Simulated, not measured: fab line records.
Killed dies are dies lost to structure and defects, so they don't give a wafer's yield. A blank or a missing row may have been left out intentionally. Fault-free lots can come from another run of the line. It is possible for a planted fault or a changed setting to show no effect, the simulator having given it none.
Chamber matching :: flow n5Finfet :: N5_SD_EPI_N_ETCH_34 on rieDiel-02 has 4 sister chambers
The step etches SiARC in CF4, target depth 45.5 nm, time 75.8 s. 14 wafers are shown with their chamber, then 7 later ones without.

## WAFERS WITH THEIR CHAMBER
wafer: L077.1
chamber: 3
drypumpMotorCurrentA (A): 4.9
showerheadPlenumPTorr (Torr): 2.16
throttleValvePct (%): 15.58

wafer: L077.2
chamber: 2
drypumpMotorCurrentA (A): 5.0
showerheadPlenumPTorr (Torr): 2.06
throttleValvePct (%): 15.86

wafer: L077.6
chamber: 2
drypumpMotorCurrentA (A): 5.0
showerheadPlenumPTorr (Torr): 2.06
throttleValvePct (%): 15.84

wafer: L078.1
chamber: 0
drypumpMotorCurrentA (A): 5.6
showerheadPlenumPTorr (Torr): 2.15
throttleValvePct (%): 15.86

wafer: L078.4
chamber: 1
drypumpMotorCurrentA (A): 5.4
showerheadPlenumPTorr (Torr): 2.11
throttleValvePct (%): 15.80

wafer: L078.6
chamber: 2
drypumpMotorCurrentA (A): 5.0
showerheadPlenumPTorr (Torr): 2.06
throttleValvePct (%): 15.85

wafer: L080.1
chamber: 2
drypumpMotorCurrentA (A): 5.0
showerheadPlenumPTorr (Torr): 2.06
throttleValvePct (%): 15.85

wafer: L080.3
chamber: 0
drypumpMotorCurrentA (A): 5.6
showerheadPlenumPTorr (Torr): 2.15
throttleValvePct (%): 15.86

wafer: L080.4
chamber: 1
drypumpMotorCurrentA (A): 5.4
showerheadPlenumPTorr (Torr): 2.11
throttleValvePct (%): 15.79

wafer: L085.1
chamber: 3
drypumpMotorCurrentA (A): 4.9
showerheadPlenumPTorr (Torr): 2.15
throttleValvePct (%): 15.63

wafer: L085.2
chamber: 1
drypumpMotorCurrentA (A): 5.4
showerheadPlenumPTorr (Torr): 2.11
throttleValvePct (%): 15.82

wafer: L085.4
chamber: 2
drypumpMotorCurrentA (A): 5.1
showerheadPlenumPTorr (Torr): 2.06
throttleValvePct (%): 15.90

wafer: L086.1
chamber: 3
drypumpMotorCurrentA (A): 4.9
showerheadPlenumPTorr (Torr): 2.15
throttleValvePct (%): 15.62

wafer: L086.3
chamber: 0
drypumpMotorCurrentA (A): 5.6
showerheadPlenumPTorr (Torr): 2.14
throttleValvePct (%): 15.89

SIGNATURES, as means of the wafers listed above
reading: drypumpMotorCurrentA
chamber 0: 5.600
chamber 1: 5.400
chamber 2: 5.020
chamber 3: 4.900
scatter within a chamber: 0.0283

reading: showerheadPlenumPTorr
chamber 0: 2.1467
chamber 1: 2.1100
chamber 2: 2.0600
chamber 3: 2.1533
scatter within a chamber: 0.00365

reading: throttleValvePct
chamber 0: 15.8700
chamber 1: 15.8033
chamber 2: 15.8600
chamber 3: 15.6100
scatter within a chamber: 0.0216
Rule: distance of a wafer from a chamber = root of the sum over the readings of ((wafer's reading minus chamber's mean) / reading's scatter) squared. The wafer belongs to the nearest chamber; if the next one is less than 2 further off, it can't be placed. The scatter is the square root of a quotient: the sum, over the shown wafers, of each reading's squared deviation from its chamber's mean, divided by wafers minus chambers.

## WAFERS WITH NO CHAMBER GIVEN
wafer: L086.4
drypumpMotorCurrentA (A): 5.6
showerheadPlenumPTorr (Torr): 2.14
throttleValvePct (%): 15.89

wafer: L091.3
drypumpMotorCurrentA (A): 5.0
showerheadPlenumPTorr (Torr): 2.05
throttleValvePct (%): 15.92

wafer: L091.4
drypumpMotorCurrentA (A): 5.3
showerheadPlenumPTorr (Torr): 2.10
throttleValvePct (%): 15.34

wafer: L091.6
drypumpMotorCurrentA (A): 4.9
showerheadPlenumPTorr (Torr): 2.15
throttleValvePct (%): 15.66

wafer: L094.1
drypumpMotorCurrentA (A): 5.3
showerheadPlenumPTorr (Torr): 2.10
throttleValvePct (%): 15.35

wafer: L094.2
drypumpMotorCurrentA (A): 4.9
showerheadPlenumPTorr (Torr): 2.15
throttleValvePct (%): 15.66

wafer: L094.3
drypumpMotorCurrentA (A): 5.0
showerheadPlenumPTorr (Torr): 2.05
throttleValvePct (%): 15.92

## EACH ONE'S CHAMBER
wafer: L086.4
from the rows above: 0
in truth: 0

wafer: L091.3
from the rows above: 2
in truth: 2

wafer: L091.4
from the rows above: can't be placed: 1 or 3
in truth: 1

wafer: L091.6
from the rows above: 3
in truth: 3

wafer: L094.1
from the rows above: 1
in truth: 1

wafer: L094.2
from the rows above: 3
in truth: 3

wafer: L094.3
from the rows above: 2
in truth: 2
Placed correctly: 6 of 7. From these rows, 1 cannot be placed; in 1 the true chamber is one of the candidates. 0 placed wrongly.
